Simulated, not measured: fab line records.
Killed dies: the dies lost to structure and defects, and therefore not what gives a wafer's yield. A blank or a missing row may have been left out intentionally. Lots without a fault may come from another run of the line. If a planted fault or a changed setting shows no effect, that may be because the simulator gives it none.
Which tool did it? :: flow nand_harc :: Sampling: 24 lots, 72 wafers, 3 of 1302 route steps

## WHAT THE GAUGES READ, wafer by wafer
NHARC_A_CONTACT_CD_MEAS_42 targets a cd of 300 nm.
lot: L074
measured: day 20 20:17
on: cd_sem-02
cd_nm (nm): 300.0 299.8 300.3

lot: L076
measured: day 21 22:46
on: cd_sem-03
cd_nm (nm): 299.1 298.9 300.7

lot: L075
measured: day 21 20:48
on: cd_sem-03
cd_nm (nm): 298.8 300.5 300.0

lot: L078
measured: day 23 05:05
on: cd_sem-01
cd_nm (nm): 299.8 300.1 299.0

lot: L077
measured: day 23 04:04
on: cd_sem-03
cd_nm (nm): 300.5 300.4 299.9

lot: L079
measured: day 23 03:33
on: cd_sem-02
cd_nm (nm): 300.5 300.3 299.9

lot: L080
measured: day 23 21:19
on: cd_sem-01
cd_nm (nm): 299.4 300.0 300.5

lot: L082
measured: day 24 14:51
on: cd_sem-01
cd_nm (nm): 300.7 300.3 299.7

lot: L081
measured: day 24 20:47
on: cd_sem-01
cd_nm (nm): 300.5 300.3 300.3

lot: L084
measured: day 25 10:43
on: cd_sem-02
cd_nm (nm): 298.5 300.2 299.5

lot: L083
measured: day 25 10:08
on: cd_sem-03
cd_nm (nm): 299.7 300.0 300.1

lot: L085
measured: day 26 02:34
on: cd_sem-03
cd_nm (nm): 298.9 299.6 301.0

lot: L086
measured: day 26 06:50
on: cd_sem-03
cd_nm (nm): 299.9 300.4 299.9

lot: L088
measured: day 26 19:02
on: cd_sem-03
cd_nm (nm): 299.7 299.5 299.3

lot: L087
measured: day 26 17:45
on: cd_sem-02
cd_nm (nm): 299.5 299.3 300.0

lot: L089
measured: day 27 13:55
on: cd_sem-02
cd_nm (nm): 299.0 300.3 300.4

lot: L091
measured: day 27 13:46
on: cd_sem-01
cd_nm (nm): 300.3 300.5 299.0

lot: L090
measured: day 27 21:52
on: cd_sem-01
cd_nm (nm): 299.0 299.3 299.5

lot: L093
measured: day 28 21:53
on: cd_sem-01
cd_nm (nm): 300.1 299.9 300.0

lot: L092
measured: day 28 21:29
on: cd_sem-03
cd_nm (nm): 300.1 298.8 299.1

lot: L094
measured: day 29 04:53
on: cd_sem-01
cd_nm (nm): 299.9 299.8 300.2

lot: L095
measured: day 29 22:43
on: cd_sem-02
cd_nm (nm): 300.6 299.5 299.8

lot: L096
measured: day 29 22:31
on: cd_sem-01
cd_nm (nm): 299.8 300.4 300.2

lot: L097
measured: day 30 17:40
on: cd_sem-02
cd_nm (nm): 300.4 300.0 300.7

## EACH LOT AND THE TOOL THAT RAN IT (in order: tool; ch and the chambers of the sampled wafers; start)
lot: L074
NHARC_A_WL_FILL_RTA_01: rtp_anneal-01 ch 0, day 19 20:16
NHARC_A_WL_FILL_ETCHBACK_16: rie_diel-08 ch 0,3, day 20 20:17 or earlier

lot: L076
NHARC_A_WL_FILL_RTA_01: rtp_anneal-01 ch 0, day 20 16:50
NHARC_A_WL_FILL_ETCHBACK_16: rie_diel-03 ch 0,3, day 21 22:46 or earlier

lot: L075
NHARC_A_WL_FILL_RTA_01: rtp_anneal-02 ch 0, day 20 17:00
NHARC_A_WL_FILL_ETCHBACK_16: rie_diel-08 ch 1,3, day 21 20:48 or earlier

lot: L078
NHARC_A_WL_FILL_RTA_01: rtp_anneal-02 ch 0, day 22 01:15
NHARC_A_WL_FILL_ETCHBACK_16: rie_diel-03 ch 2,3, day 23 05:05 or earlier

lot: L077
NHARC_A_WL_FILL_RTA_01: rtp_anneal-02 ch 0, day 22 01:23
NHARC_A_WL_FILL_ETCHBACK_16: rie_diel-08 ch 0,1,3, day 23 04:04 or earlier

lot: L079
NHARC_A_WL_FILL_RTA_01: rtp_anneal-01 ch 0, day 22 05:07
NHARC_A_WL_FILL_ETCHBACK_16: rie_diel-03 ch 2,3, day 23 03:33 or earlier

lot: L080
NHARC_A_WL_FILL_RTA_01: rtp_anneal-01 ch 0, day 22 20:28
NHARC_A_WL_FILL_ETCHBACK_16: rie_diel-08 ch 1,2, day 23 21:19 or earlier

lot: L082
NHARC_A_WL_FILL_RTA_01: rtp_anneal-01 ch 0, day 23 12:46
NHARC_A_WL_FILL_ETCHBACK_16: rie_diel-05 ch 1,2, day 24 14:51 or earlier

lot: L081
NHARC_A_WL_FILL_RTA_01: rtp_anneal-02 ch 0, day 23 16:27
NHARC_A_WL_FILL_ETCHBACK_16: rie_diel-08 ch 0,1,3, day 24 20:47 or earlier

lot: L084
NHARC_A_WL_FILL_RTA_01: rtp_anneal-02 ch 0, day 24 10:31
NHARC_A_WL_FILL_ETCHBACK_16: rie_diel-08 ch 0,1, day 25 10:43 or earlier

lot: L083
NHARC_A_WL_FILL_RTA_01: rtp_anneal-02 ch 0, day 24 12:13
NHARC_A_WL_FILL_ETCHBACK_16: rie_diel-05 ch 1,2,3, day 25 10:08 or earlier

lot: L085
NHARC_A_WL_FILL_RTA_01: rtp_anneal-01 ch 0, day 25 00:25
NHARC_A_WL_FILL_ETCHBACK_16: rie_diel-03 ch 1,2,3, day 26 02:34 or earlier

lot: L086
NHARC_A_WL_FILL_RTA_01: rtp_anneal-02 ch 0, day 25 06:59
NHARC_A_WL_FILL_ETCHBACK_16: rie_diel-05 ch 0,2, day 26 06:50 or earlier

lot: L088
NHARC_A_WL_FILL_RTA_01: rtp_anneal-01 ch 0, day 25 18:08
NHARC_A_WL_FILL_ETCHBACK_16: rie_diel-03 ch 0,2,3, day 26 19:02 or earlier

lot: L087
NHARC_A_WL_FILL_RTA_01: rtp_anneal-02 ch 0, day 25 18:19
NHARC_A_WL_FILL_ETCHBACK_16: rie_diel-05 ch 0,1,2, day 26 17:45 or earlier

lot: L089
NHARC_A_WL_FILL_RTA_01: rtp_anneal-01 ch 0, day 26 10:36
NHARC_A_WL_FILL_ETCHBACK_16: rie_diel-08 ch 1,3, day 27 13:55 or earlier

lot: L091
NHARC_A_WL_FILL_RTA_01: rtp_anneal-01 ch 0, day 26 14:36
NHARC_A_WL_FILL_ETCHBACK_16: rie_diel-05 ch 0,1, day 27 13:46 or earlier

lot: L090
NHARC_A_WL_FILL_RTA_01: rtp_anneal-02 ch 0, day 26 22:58
NHARC_A_WL_FILL_ETCHBACK_16: rie_diel-08 ch 0,2,3, day 27 21:52 or earlier

lot: L093
NHARC_A_WL_FILL_RTA_01: rtp_anneal-02 ch 0, day 27 21:07
NHARC_A_WL_FILL_ETCHBACK_16: rie_diel-08 ch 0,2,3, day 28 21:53 or earlier

lot: L092
NHARC_A_WL_FILL_RTA_01: rtp_anneal-01 ch 0, day 27 21:08
NHARC_A_WL_FILL_ETCHBACK_16: rie_diel-05 ch 0,2,3, day 28 21:29 or earlier

lot: L094
NHARC_A_WL_FILL_RTA_01: rtp_anneal-01 ch 0, day 28 05:55
NHARC_A_WL_FILL_ETCHBACK_16: rie_diel-03 ch 0,3, day 29 04:53 or earlier

lot: L095
NHARC_A_WL_FILL_RTA_01: rtp_anneal-01 ch 0, day 28 20:11
NHARC_A_WL_FILL_ETCHBACK_16: rie_diel-03 ch 0,2, day 29 22:43 or earlier

lot: L096
NHARC_A_WL_FILL_RTA_01: rtp_anneal-01 ch 0, day 28 23:33
NHARC_A_WL_FILL_ETCHBACK_16: rie_diel-05 ch 0,1, day 29 22:31 or earlier

lot: L097
NHARC_A_WL_FILL_RTA_01: rtp_anneal-01 ch 0, day 29 17:19
NHARC_A_WL_FILL_ETCHBACK_16: rie_diel-05 ch 1,2,3, day 30 17:40 or earlier
- NHARC_A_WL_FILL_RTA_01: time 5 s.
- NHARC_A_WL_FILL_ETCHBACK_16: etches the open film in C4F8/O2/Ar, target depth 120 nm, time 24 s.

## WHAT THE TOOLS THEMSELVES READ (means of the sampled wafers that have a number; where no wafer has one, the mark that the record gives instead)
NHARC_A_WL_FILL_RTA_01.
lot: L074
tool: rtp_anneal-01
anneal_temp_c_max: 1002.3
lamp_power_pct (%): 29.9
lamp_zone_5_pct (%): 29.9
wafer_temp_C_max: 1007.9

lot: L076
tool: rtp_anneal-01
anneal_temp_c_max: 1003.0
lamp_power_pct (%): 29.9
lamp_zone_5_pct (%): 29.9
wafer_temp_C_max: 1008.2

lot: L075
tool: rtp_anneal-02
anneal_temp_c_max: 1004.7
lamp_power_pct (%): 27.0
lamp_zone_5_pct (%): 27.0
wafer_temp_C_max: 1004.6

lot: L078
tool: rtp_anneal-02
anneal_temp_c_max: 1004.7
lamp_power_pct (%): 27.0
lamp_zone_5_pct (%): 27.0
wafer_temp_C_max: 1005.0

lot: L077
tool: rtp_anneal-02
anneal_temp_c_max: 1005.9
lamp_power_pct (%): 27.0
lamp_zone_5_pct (%): 27.0
wafer_temp_C_max: 1003.8

lot: L079
tool: rtp_anneal-01
anneal_temp_c_max: 1002.4
lamp_power_pct (%): 29.8
lamp_zone_5_pct (%): 29.8
wafer_temp_C_max: 1009.1

lot: L080
tool: rtp_anneal-01
anneal_temp_c_max: 1003.6
lamp_power_pct (%): 29.8
lamp_zone_5_pct (%): 29.9
wafer_temp_C_max: 1007.2

lot: L082
tool: rtp_anneal-01
anneal_temp_c_max: 1003.0
lamp_power_pct (%): 29.9
lamp_zone_5_pct (%): 29.9
wafer_temp_C_max: 1009.4

lot: L081
tool: rtp_anneal-02
anneal_temp_c_max: 1005.7
lamp_power_pct (%): 27.0
lamp_zone_5_pct (%): 27.0
wafer_temp_C_max: 1003.3

lot: L084
tool: rtp_anneal-02
anneal_temp_c_max: 1005.4
lamp_power_pct (%): 27.0
lamp_zone_5_pct (%): 27.0
wafer_temp_C_max: 1005.1

lot: L083
tool: rtp_anneal-02
anneal_temp_c_max: 1005.9
lamp_power_pct (%): 27.0
lamp_zone_5_pct (%): 27.0
wafer_temp_C_max: 1005.0

lot: L085
tool: rtp_anneal-01
anneal_temp_c_max: 1002.5
lamp_power_pct (%): 29.9
lamp_zone_5_pct (%): 29.9
wafer_temp_C_max: 1007.8

lot: L086
tool: rtp_anneal-02
anneal_temp_c_max: 1005.7
lamp_power_pct (%): 27.0
lamp_zone_5_pct (%): 27.0
wafer_temp_C_max: 1004.1

lot: L088
tool: rtp_anneal-01
anneal_temp_c_max: 1003.5
lamp_power_pct (%): 29.9
lamp_zone_5_pct (%): 29.9
wafer_temp_C_max: 1008.0

lot: L087
tool: rtp_anneal-02
anneal_temp_c_max: 1005.1
lamp_power_pct (%): 27.0
lamp_zone_5_pct (%): 27.0
wafer_temp_C_max: 1005.0

lot: L089
tool: rtp_anneal-01
anneal_temp_c_max: 1002.7
lamp_power_pct (%): 29.9
lamp_zone_5_pct (%): 29.8
wafer_temp_C_max: 1007.1

lot: L091
tool: rtp_anneal-01
anneal_temp_c_max: 1003.2
lamp_power_pct (%): 29.9
lamp_zone_5_pct (%): 29.9
wafer_temp_C_max: 1007.1

lot: L090
tool: rtp_anneal-02
anneal_temp_c_max: 1004.6
lamp_power_pct (%): 27.0
lamp_zone_5_pct (%): 27.0
wafer_temp_C_max: 1005.2

lot: L093
tool: rtp_anneal-02
anneal_temp_c_max: 1005.3
lamp_power_pct (%): 27.0
lamp_zone_5_pct (%): 27.0
wafer_temp_C_max: 1004.6

lot: L092
tool: rtp_anneal-01
anneal_temp_c_max: 1002.5
lamp_power_pct (%): 29.9
lamp_zone_5_pct (%): 29.9
wafer_temp_C_max: 1008.1

lot: L094
tool: rtp_anneal-01
anneal_temp_c_max: 1003.7
lamp_power_pct (%): 29.8
lamp_zone_5_pct (%): 29.8
wafer_temp_C_max: 1008.4

lot: L095
tool: rtp_anneal-01
anneal_temp_c_max: 1002.7
lamp_power_pct (%): 29.9
lamp_zone_5_pct (%): 29.9
wafer_temp_C_max: 1008.5

lot: L096
tool: rtp_anneal-01
anneal_temp_c_max: 1002.8
lamp_power_pct (%): 29.8
lamp_zone_5_pct (%): 29.8
wafer_temp_C_max: 1007.6

lot: L097
tool: rtp_anneal-01
anneal_temp_c_max: 1002.7
lamp_power_pct (%): 29.9
lamp_zone_5_pct (%): 29.8
wafer_temp_C_max: 1007.9

NHARC_A_WL_FILL_ETCHBACK_16.
lot: L074
tool: rie_diel-08
oes_product_au (a.u.): 0.964
rf_vpp_V (V): 720

lot: L076
tool: rie_diel-03
oes_product_au (a.u.): 1.004
rf_vpp_V (V): 724

lot: L075
tool: rie_diel-08
oes_product_au (a.u.): 0.970
rf_vpp_V (V): 723

lot: L078
tool: rie_diel-03
oes_product_au (a.u.): 1.000
rf_vpp_V (V): 721

lot: L077
tool: rie_diel-08
oes_product_au (a.u.): 1.007
rf_vpp_V (V): 722

lot: L079
tool: rie_diel-03
oes_product_au (a.u.): 0.994
rf_vpp_V (V): 721

lot: L080
tool: rie_diel-08
oes_product_au (a.u.): 0.924
rf_vpp_V (V): 727

lot: L082
tool: rie_diel-05
oes_product_au (a.u.): 0.971
rf_vpp_V (V): 723

lot: L081
tool: rie_diel-08
oes_product_au (a.u.): 0.998
rf_vpp_V (V): 722

lot: L084
tool: rie_diel-08
oes_product_au (a.u.): 0.995
rf_vpp_V (V): 724

lot: L083
tool: rie_diel-05
oes_product_au (a.u.): 0.937
rf_vpp_V (V): 725

lot: L085
tool: rie_diel-03
oes_product_au (a.u.): 0.984
rf_vpp_V (V): 723

lot: L086
tool: rie_diel-05
oes_product_au (a.u.): 1.021
rf_vpp_V (V): 720

lot: L088
tool: rie_diel-03
oes_product_au (a.u.): 0.984
rf_vpp_V (V): 722

lot: L087
tool: rie_diel-05
oes_product_au (a.u.): 1.011
rf_vpp_V (V): 721

lot: L089
tool: rie_diel-08
oes_product_au (a.u.): 0.999
rf_vpp_V (V): 720

lot: L091
tool: rie_diel-05
oes_product_au (a.u.): 1.015
rf_vpp_V (V): 722

lot: L090
tool: rie_diel-08
oes_product_au (a.u.): 0.921
rf_vpp_V (V): 723

lot: L093
tool: rie_diel-08
oes_product_au (a.u.): 0.972
rf_vpp_V (V): 723

lot: L092
tool: rie_diel-05
oes_product_au (a.u.): 1.022
rf_vpp_V (V): 723

lot: L094
tool: rie_diel-03
oes_product_au (a.u.): 0.999
rf_vpp_V (V): 724

lot: L095
tool: rie_diel-03
oes_product_au (a.u.): 0.971
rf_vpp_V (V): 722

lot: L096
tool: rie_diel-05
oes_product_au (a.u.): 1.012
rf_vpp_V (V): 722

lot: L097
tool: rie_diel-05
oes_product_au (a.u.): 1.002
rf_vpp_V (V): 724

## THE ANSWER, worked out from the rows above alone
Rule: the lots themselves supply what counts as usual. Put in order of their means at a reading, lots are off if they are a third of the lots or fewer, leave a main group of 4 or more, and stand apart from it by a gap of 3 or more times the standard deviation of the main group's means; of several such gaps the widest counts. The tables above print the reading to a certain number of digits; a main group whose means all agree to those digits is not used. Also off: a lot with no number at a reading for which 4 or more lots have one. Any other lot the step has rows for is counted as sound. The gauges are gone through in route order, then the tools' own readings, and for those a lot's mean is taken as printed above. At the first step where some lot is off, the reading lying furthest off is the one used; lots without a number count as furthest.
None of the lots is off at any reading shown; this tells nothing.

## WHAT THE SIMULATOR HAD INSERTED
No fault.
